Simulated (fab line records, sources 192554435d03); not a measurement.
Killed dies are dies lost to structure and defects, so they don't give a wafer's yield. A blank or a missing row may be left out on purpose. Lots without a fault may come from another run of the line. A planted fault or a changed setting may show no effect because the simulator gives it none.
One fault seen from 2 desks | flow n5_finfet | each desk has only its own numbers; what lay behind them comes last

THE METROLOGY DESK
What the gauges read, lot by lot, whatever tool the lot ran on: means of the sampled wafers that have a number. A lot is out of limits, marked OUT, if its mean lies more than 4 standard deviations from the usual mean; the brackets give that distance. Of its 13 readings 7 are shown: those that lie furthest out on some lot.
Columns: A = DIBL_N at N5_BEOL_M4_RC_MEAS_101, usual 36.2 mV/V; B = IOFF_N at N5_BEOL_M4_RC_MEAS_101, usual 0.155 nA/um; C = IOFF_N_85C at N5_BEOL_M4_RC_MEAS_101, usual 3.0 nA/um; D = IOFF_N_LIN at N5_BEOL_M4_RC_MEAS_101, usual 0.073 nA/um; E = IOFF_P at N5_BEOL_M4_RC_MEAS_101, usual 0.210 nA/um; F = ION_P at N5_BEOL_M4_RC_MEAS_101, usual 465 uA/um; G = VT_N_LVT at N5_BEOL_M4_RC_MEAS_101, usual 99.0 mV
lot  | first seen here | A    | B     | C   | D     | E     | F   | G
L101 | day 7 14:26     | 36.8 | 0.163 | 3.1 | 0.075 | 0.206 | 464 | 98.9
L103 | day 7 20:34     | 35.7 | 0.157 | 3.1 | 0.077 | 0.230 | 473 | 98.2
L107 | day 10 00:17    | 34.7 | 0.150 | 2.9 | 0.072 | 0.216 | 470 | 98.9
L110 | day 10 08:52    | 36.1 | 0.171 | 3.1 | 0.078 | 0.238 | 465 | 97.7
L116 | day 12 01:39    | 36.7 | 0.178 | 3.5 | 0.084 | 0.264 | 475 | 98.1
L120 | day 12 20:55    | 35.1 | 0.156 | 3.1 | 0.073 | 0.213 | 469 | 98.6
L118 | day 13 04:23    | 39.0 | 0.186 | 3.6 | 0.085 | 0.198 | 461 | 94.6
L124 | day 14 10:47    | 36.6 | 0.150 | 3.0 | 0.070 | 0.182 | 456 | 99.1
L123 | day 14 17:31    | 37.0 | 0.173 | 3.4 | 0.082 | 0.215 | 466 | 96.5
This desk's finding: nothing out of limits on any of the 9 lots.

THE TOOL OWNER'S DESK: ald_sin-02
The tool's own readings at N5_FIN_SAQP_SPACER2_ALD_28 (deposits SiO2, target thk 8.1 nm, pulse time 1 s, purge time 2 s): means of the sampled wafers that have a number, for each lot that ran on this tool. A lot is out of limits, marked OUT, if its mean lies more than 4 standard deviations from the usual mean; the brackets give that distance.
Columns: A = heater_power_w at N5_FIN_SAQP_SPACER2_ALD_28, usual 477 W; B = precursor_pulse_height_rel at N5_FIN_SAQP_SPACER2_ALD_28, usual 1.001; C = susceptor_temp_C at N5_FIN_SAQP_SPACER2_ALD_28, usual 300.01 C
lot  | first seen here | A   | B     | C
L103 | day 2 12:44     | 438 | 0.996 | 299.86
L110 | day 4 07:43     | 476 | 0.991 | 300.00
L118 | day 6 07:53     | 430 | 0.987 | 293.97 (-32) OUT
This desk's finding: out of limits on L118; first on L118, day 6 07:53 (susceptor_temp_C at N5_FIN_SAQP_SPACER2_ALD_28). In limits: L103, L110.

PUT TOGETHER
The tool owner's desk could have raised an alarm at day 6 07:53, on L118.
The metrology desk saw nothing out of limits.
The metrology desk has L118 on record, within its limits.
Of the lots named, all ran N5_FIN_SAQP_SPACER2_ALD_28 on ald_sin-02.

WHAT THE SIMULATOR HAD PUT IN
Process parameter drift: ald_sin-02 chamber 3, from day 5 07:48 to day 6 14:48, at N5_FIN_SAQP_SPACER2_ALD_28. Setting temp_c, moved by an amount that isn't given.
Lots struck among those shown: L118.
Hours from the fault's start to each desk's first reading out of limits: the tool owner's desk, 24.
